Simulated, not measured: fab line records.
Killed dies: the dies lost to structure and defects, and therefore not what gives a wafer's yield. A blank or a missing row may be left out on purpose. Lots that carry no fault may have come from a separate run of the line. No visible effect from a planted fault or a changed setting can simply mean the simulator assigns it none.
A single fault, viewed from 2 desks | flow n5Finfet | only its own numbers are on each desk; what lay behind them is given at the end

AT THE TOOL OWNER'S DESK: rieDiel-03
The tool's own readings at N5_FIN_CUT_ETCH_30 (etches underlayer in N2/H2, target depth 13 nm, time 10.4 s): means of the sampled wafers that have a number, for each lot that ran on this tool. The brackets show how far a lot's mean lies from the usual mean; more than 4 standard deviations puts the lot out of limits, marked OUT.
Columns: A = drypumpMotorCurrentA at N5_FIN_CUT_ETCH_30, usual 5.9 A; B = etchRfOnTimeS at N5_FIN_CUT_ETCH_30, usual 10.6 s; C = h2FlowSccm at N5_FIN_CUT_ETCH_30, usual 199.9 sccm; D = oesProductAu at N5_FIN_CUT_ETCH_30, usual 0.65 a.u.; E = rfVppV at N5_FIN_CUT_ETCH_30, usual 524.2 V; F = showerheadPlenumPTorr at N5_FIN_CUT_ETCH_30, usual 2.56 Torr; G = throttleValvePct at N5_FIN_CUT_ETCH_30, usual 17.9 %
lot  | first seen here | A   | B    | C     | D    | E     | F    | G
L451 | day 2 03:11     | 6.0 | 10.5 | 199.5 | 0.61 | 524.0 | 2.57 | 17.9
L452 | day 2 08:39     | 6.2 | 10.7 | 200.5 | 0.60 | 524.1 | 2.58 | 17.9
L455 | day 3 05:27     | 6.2 | 10.4 | 200.2 | 0.62 | 523.5 | 2.51 | 17.8
L456 | day 3 10:40     | 6.3 | 11.0 | 199.6 | 0.58 | 525.1 | 2.61 | 17.9
L466 | day 5 20:47     | 6.0 | 10.8 | 199.6 | 0.60 | 523.9 | 2.54 | 17.9
Result from this desk: across the 5 lots, nothing is out of limits.

AT THE METROLOGY DESK
Lot by lot, what the gauges showed, no matter which tool ran the lot: averages of those sampled wafers that carry a number. The brackets show how far a lot's mean lies from the usual mean; more than 4 standard deviations puts the lot out of limits, marked OUT.
Columns: A = PAD_OVL at N5_PASSIVATION_OVL_MEAS_63, usual 0 nm
lot  | first seen here | A
L453 | day 12 12:02    | 1
L452 | day 12 16:14    | 0
L451 | day 12 20:23    | -5
L455 | day 13 10:10    | 13
L456 | day 13 15:37    | -1
L457 | day 13 20:04    | 2
L459 | day 13 20:29    | -2
L466 | day 16 04:58    | 6
L470 | day 17 09:19    | -6
L474 | day 18 00:31    | 6
L473 | day 18 00:40    | 2
L472 | day 18 01:24    | -3
Result from this desk: across the 12 lots, nothing is out of limits.

ALL TOGETHER
Nothing out of limits was seen by the tool owner's desk.
Metrology desk: nothing out of limits seen.

WHAT WAS PUT IN BY THE SIMULATOR
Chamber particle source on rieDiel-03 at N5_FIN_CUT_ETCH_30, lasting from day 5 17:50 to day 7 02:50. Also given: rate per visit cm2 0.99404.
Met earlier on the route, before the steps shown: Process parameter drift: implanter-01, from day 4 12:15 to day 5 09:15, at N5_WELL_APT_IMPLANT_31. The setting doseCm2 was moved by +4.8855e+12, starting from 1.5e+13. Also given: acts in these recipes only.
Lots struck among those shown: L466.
